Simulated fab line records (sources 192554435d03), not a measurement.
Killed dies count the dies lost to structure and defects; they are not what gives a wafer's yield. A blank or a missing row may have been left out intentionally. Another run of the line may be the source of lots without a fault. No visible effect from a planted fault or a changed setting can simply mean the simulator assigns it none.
Struck lot and sound lot, side by side -- flow n5_finfet -- 29 steps out of a route of 1938
Sound: these wafers, L758.1, L758.5, L758.6. Struck: wafer L755.5 (L755.3, L755.6, from the same lot, were not struck and are left out); the cause is given at the end.
Each step with rows lists, per side, the tool, then ch with its chambers, then its first start. Under that, the readings that differ: sound wafers -- struck wafers -- difference of the means -- sigmas: that difference in standard deviations of wafers without a fault.
alike: readings with means less than 2 such deviations apart, plus words and numbers identical on both sides. not compared: withheld readings, readings lacking a value on some wafer, bounds such as >300 that could conceal the same value, and numbers that have no deviation in the record and whose values overlap.
A row with sigmas, a row that says differs or no value, or rows on one side alone: a step with any of these is where the two part. Numbers that don't overlap but have no deviation are shown without sigmas and don't part them. A reading missing from all wafers of one side parts the sides only when that side holds two or more wafers.

first, 10 steps without rows for these wafers: N5_WELL_APT_DESCUM_30 (chemistry O2, time 7.9 s); N5_WELL_APT_IMPLANT_31; N5_WELL_APT_IMPLANT_32; N5_WELL_APT_STRIP_33 (strips in SPM, time 900 s); N5_WELL_APT_RTA_34 (time 10 s); N5_WELL_APT_OXIDE_STRIP_42 (strips SiO2 in dHF, time 45 s, target depth 12 nm); N5_WELL_APT_PRECLEAN_36 (cleans in O3/DIW, time 45 s); N5_WELL_APT_PRECLEAN_39 (cleans in dHF, time 60 s); N5_WELL_APT_SRD_37 (time 30 s); N5_WELL_APT_EPI_41 (deposits Si from SiH4/H2, target thk 50 nm, time 297.7 s).
N5_PMOS_HMC_CHANNEL_EPI_HM_DEP_34: deposits SiO2 from TEOS/O2, target thk 36 nm, time 6.9 s.
  sound on pecvd-02 ch 0,1,2, day 7 04:33; struck on pecvd-01 ch 1, day 6 10:58
reading,sound,struck,difference,sigmas
model.SiO2_of_PMOS_HMC_CHANNEL_EPI_HM_DEP_34.thk_nm (nm),36.08 36.11 36.86,11.37,-24.98,
  alike: heater_power_w, showerhead_plenum_p_Torr, throttle_valve_pct
then, 15 steps without rows for these wafers: N5_PMOS_HMC_CHANNEL_EPI_COAT_31 (time 60 s, resist thk 66 nm); N5_PMOS_HMC_CHANNEL_EPI_COAT_03 (resist thk 205 nm); N5_PMOS_HMC_CHANNEL_EPI_EBR_05; N5_PMOS_HMC_CHANNEL_EPI_SOFTBAKE_04 (time 60 s); N5_PMOS_HMC_CHANNEL_EPI_EXPOSE_06 (exposes mask PMOS HMC BLK, target cd 240 nm); N5_PMOS_HMC_CHANNEL_EPI_PEB_07 (peb time 60 s); N5_PMOS_HMC_CHANNEL_EPI_DEVELOP_08 (develop time 30 s); N5_PMOS_HMC_CHANNEL_EPI_DESCUM_14 (chemistry O2, time 7.9 s); N5_PMOS_HMC_CHANNEL_EPI_ETCH_32 (etches BARC in N2/H2, stops on SiO2, target depth 85.8 nm, time 50.3 s); N5_PMOS_HMC_CHANNEL_EPI_HM_OPEN_15 (chemistry CHF3/O2, target SiO2, target depth 40.6 nm, time 20.3 s); N5_PMOS_HMC_CHANNEL_EPI_STRIP_33 (strips in N2/H2); N5_PMOS_HMC_CHANNEL_EPI_STRIP_17 (strips in SPM, time 750 s); N5_PMOS_HMC_CHANNEL_EPI_ETCH_38 (etches SiO2 in CF4, target depth 1.5 nm); N5_PMOS_HMC_CHANNEL_EPI_FIN_RECESS_16 (chemistry HBr/Cl2, target Si, target depth 54 nm, time 18 s); N5_PMOS_HMC_CHANNEL_EPI_PRECLEAN_36 (cleans in O3/DIW, time 45 s).
N5_PMOS_HMC_CHANNEL_EPI_PRECLEAN_18: cleans in DHF, time 30 s.
  sound on wet_bench-03 ch 1,2,4, day 7 06:02; struck on wet_bench-05 ch 4, day 6 12:06
reading,sound,struck,difference,sigmas
model.SiO2_of_PMOS_HMC_CHANNEL_EPI_HM_DEP_34.thk_nm (nm),24.88 24.99 25.91,2.255,-23.005,
then, 1 step without rows for these wafers: N5_PMOS_HMC_CHANNEL_EPI_SRD_19 (time 30 s).
-- the record jumps here: 7 days lie between the struck wafers' starts before and after (it left off in module PMOS_HMC_CHANNEL_EPI and takes up again in module BEOL_M4, whose first step shown is number 1111 of the route) --
N5_BEOL_M4_RC_MEAS_101:
  sound on prober-02 ch 0, day 14 10:42; struck on prober-02 ch 0, day 13 19:25
  alike: DIBL_N, DIBL_P, IOFF_N, IOFF_P, ION_N, ION_P, SS_N, SS_P, VT_N, VT_P

WHERE THEY PART
Nowhere in this record.

WHY: what had been put in by the simulator
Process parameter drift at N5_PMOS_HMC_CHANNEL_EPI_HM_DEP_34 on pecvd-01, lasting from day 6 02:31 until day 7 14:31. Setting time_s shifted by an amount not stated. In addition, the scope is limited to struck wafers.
